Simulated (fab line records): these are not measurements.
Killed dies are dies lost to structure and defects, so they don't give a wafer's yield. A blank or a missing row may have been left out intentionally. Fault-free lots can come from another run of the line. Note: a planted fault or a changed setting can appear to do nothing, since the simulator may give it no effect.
Chamber matching || flow n5-finfet || uv-cure-01 running N5_BEOL_M9_CURE_72: 3 sister chambers
The step cures SiCOH lowk, time 120 s. 27 wafers are shown with their chamber, then 12 later ones without.

== WAFERS WITH THEIR CHAMBER ==
{"wafer": "L075.1", "chamber": 1, "wafer_temp_C_max": 371.5, "lamp-power-pct (%)": 52.28}
{"wafer": "L075.3", "chamber": 1, "wafer_temp_C_max": 372.3, "lamp-power-pct (%)": 52.28}
{"wafer": "L075.5", "chamber": 1, "wafer_temp_C_max": 372.0, "lamp-power-pct (%)": 52.30}
{"wafer": "L075.2", "chamber": 1, "wafer_temp_C_max": 371.8, "lamp-power-pct (%)": 52.22}
{"wafer": "L075.4", "chamber": 1, "wafer_temp_C_max": 371.3, "lamp-power-pct (%)": 52.35}
{"wafer": "L075.6", "chamber": 1, "wafer_temp_C_max": 371.8, "lamp-power-pct (%)": 52.35}
{"wafer": "L078.3", "chamber": 1, "wafer_temp_C_max": 371.9, "lamp-power-pct (%)": 52.25}
{"wafer": "L078.4", "chamber": 1, "wafer_temp_C_max": 371.3, "lamp-power-pct (%)": 52.39}
{"wafer": "L078.5", "chamber": 1, "wafer_temp_C_max": 371.2, "lamp-power-pct (%)": 52.33}
{"wafer": "L082.1", "chamber": 2, "wafer_temp_C_max": 371.1, "lamp-power-pct (%)": 52.38}
{"wafer": "L082.2", "chamber": 2, "wafer_temp_C_max": 371.0, "lamp-power-pct (%)": 52.30}
{"wafer": "L082.4", "chamber": 2, "wafer_temp_C_max": 371.1, "lamp-power-pct (%)": 52.29}
{"wafer": "L082.3", "chamber": 2, "wafer_temp_C_max": 370.7, "lamp-power-pct (%)": 52.46}
{"wafer": "L082.5", "chamber": 2, "wafer_temp_C_max": 370.9, "lamp-power-pct (%)": 52.41}
{"wafer": "L082.6", "chamber": 2, "wafer_temp_C_max": 371.2, "lamp-power-pct (%)": 52.22}
{"wafer": "L084.1", "chamber": 0, "wafer_temp_C_max": 371.8, "lamp-power-pct (%)": 52.28}
{"wafer": "L084.2", "chamber": 0, "wafer_temp_C_max": 371.8, "lamp-power-pct (%)": 52.24}
{"wafer": "L084.6", "chamber": 0, "wafer_temp_C_max": 372.0, "lamp-power-pct (%)": 52.26}
{"wafer": "L087.1", "chamber": 2, "wafer_temp_C_max": 371.0, "lamp-power-pct (%)": 52.27}
{"wafer": "L087.3", "chamber": 2, "wafer_temp_C_max": 371.6, "lamp-power-pct (%)": 52.30}
{"wafer": "L087.6", "chamber": 2, "wafer_temp_C_max": 371.3, "lamp-power-pct (%)": 52.37}
{"wafer": "L088.2", "chamber": 1, "wafer_temp_C_max": 371.2, "lamp-power-pct (%)": 52.37}
{"wafer": "L088.3", "chamber": 1, "wafer_temp_C_max": 371.1, "lamp-power-pct (%)": 52.33}
{"wafer": "L088.5", "chamber": 1, "wafer_temp_C_max": 371.5, "lamp-power-pct (%)": 52.31}
{"wafer": "L090.1", "chamber": 1, "wafer_temp_C_max": 370.5, "lamp-power-pct (%)": 52.28}
{"wafer": "L090.4", "chamber": 1, "wafer_temp_C_max": 370.9, "lamp-power-pct (%)": 52.31}
{"wafer": "L090.5", "chamber": 1, "wafer_temp_C_max": 371.4, "lamp-power-pct (%)": 52.34}

SIGNATURES (means of the wafers above)
{"reading": "wafer_temp_C_max", "chamber 0": 371.867, "chamber 1": 371.447, "chamber 2": 371.100, "scatter within a chamber": 0.383}
{"reading": "lamp-power-pct", "chamber 0": 52.2600, "chamber 1": 52.3127, "chamber 2": 52.3333, "scatter within a chamber": 0.0565}
Rule: for a wafer and a chamber, the distance is found by dividing, reading by reading, the gap between the wafer's reading and the chamber's mean by the reading's scatter, squaring, summing and taking the root. The wafer belongs to the nearest chamber; if the next one is less than 2 further off, it can't be placed. The scatter: take each reading less its chamber's mean, square it, sum over the shown wafers, divide by the number of wafers less the number of chambers, and take the root.

== WAFERS WITH NO CHAMBER GIVEN ==
{"wafer": "L095.1", "wafer_temp_C_max": 371.3, "lamp-power-pct (%)": 52.34}
{"wafer": "L095.5", "wafer_temp_C_max": 370.8, "lamp-power-pct (%)": 52.31}
{"wafer": "L095.6", "wafer_temp_C_max": 371.3, "lamp-power-pct (%)": 52.31}
{"wafer": "L095.2", "wafer_temp_C_max": 370.9, "lamp-power-pct (%)": 52.29}
{"wafer": "L095.3", "wafer_temp_C_max": 371.0, "lamp-power-pct (%)": 52.25}
{"wafer": "L095.4", "wafer_temp_C_max": 371.0, "lamp-power-pct (%)": 52.31}
{"wafer": "L096.1", "wafer_temp_C_max": 372.1, "lamp-power-pct (%)": 52.29}
{"wafer": "L096.5", "wafer_temp_C_max": 372.1, "lamp-power-pct (%)": 52.31}
{"wafer": "L096.6", "wafer_temp_C_max": 371.9, "lamp-power-pct (%)": 52.27}
{"wafer": "L096.2", "wafer_temp_C_max": 371.6, "lamp-power-pct (%)": 52.20}
{"wafer": "L096.3", "wafer_temp_C_max": 371.5, "lamp-power-pct (%)": 52.34}
{"wafer": "L096.4", "wafer_temp_C_max": 371.9, "lamp-power-pct (%)": 52.30}

== CHAMBER TAKEN BY EACH ==
{"wafer": "L095.1", "from the rows above": "can't be placed: 2 or 1 or 0", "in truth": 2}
{"wafer": "L095.5", "from the rows above": "can't be placed: 2 or 1", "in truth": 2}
{"wafer": "L095.6", "from the rows above": "can't be placed: 1 or 2 or 0", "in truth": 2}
{"wafer": "L095.2", "from the rows above": "can't be placed: 2 or 1 or 0", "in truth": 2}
{"wafer": "L095.3", "from the rows above": "can't be placed: 2 or 1 or 0", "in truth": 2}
{"wafer": "L095.4", "from the rows above": "can't be placed: 2 or 1 or 0", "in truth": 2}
{"wafer": "L096.1", "from the rows above": "can't be placed: 0 or 1 or 2", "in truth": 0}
{"wafer": "L096.5", "from the rows above": "can't be placed: 0 or 1 or 2", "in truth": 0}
{"wafer": "L096.6", "from the rows above": "can't be placed: 0 or 1", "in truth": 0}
{"wafer": "L096.2", "from the rows above": "can't be placed: 0 or 1 or 2", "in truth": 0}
{"wafer": "L096.3", "from the rows above": "can't be placed: 1 or 2 or 0", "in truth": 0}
{"wafer": "L096.4", "from the rows above": "can't be placed: 0 or 1 or 2", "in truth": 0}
0 of 12 placed correctly. Cannot be placed on the basis of these rows: 12; the candidates contain the true chamber in 12. Placed wrongly: 0.
